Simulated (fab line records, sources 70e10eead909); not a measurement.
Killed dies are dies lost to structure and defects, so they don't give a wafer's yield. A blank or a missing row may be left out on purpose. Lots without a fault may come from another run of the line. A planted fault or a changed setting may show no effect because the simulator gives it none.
Chamber matching | flow nand_harc | NHARC_A_WL_FILL_ALD_00 on ald_hk-03: 4 sister chambers
The step deposits Al2O3, target thk 3 nm, pulse time 3 s, ald cycles 30. 4 wafers are shown with their chamber, then 7 later ones without.

WAFERS WITH THEIR CHAMBER
wafer  | chamber | heater_power_w (W)
L519.6 | 3       | 508
L520.1 | 0       | 489
L522.3 | 1       | 428
L522.4 | 2       | 468

WAFERS WITHOUT THEIR CHAMBER
wafer  | heater_power_w (W)
L522.5 | 489
L538.1 | 521
L538.3 | 426
L538.4 | 456
L537.2 | 503
L537.4 | 464
L537.5 | 468

WHICH CHAMBER EACH WENT THROUGH
wafer  | from the rows above     | in truth
L522.5 | 0                       | 0
L538.1 | 3                       | 3
L538.3 | 1                       | 1
L538.4 | 2                       | 2
L537.2 | can't be placed: 3 or 0 | 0
L537.4 | 2                       | 2
L537.5 | 2                       | 2
Placed correctly: 6 of 7. Can't be placed from these rows: 1 (the true chamber is among the candidates in 1). Placed wrongly: 0.
How it was worked out, from the rows above alone: a wafer's distance from a chamber is the root of the sum, over the readings, of the square of ((its reading less the chamber's mean) divided by the reading's scatter). The wafer belongs to the nearest chamber; if the next one is less than 2 further off, it can't be placed. A chamber's mean is the mean of its shown wafers. The scatter: with one shown wafer a chamber, the root of the mean of the squares of how far each hidden wafer lies from its nearest shown one.
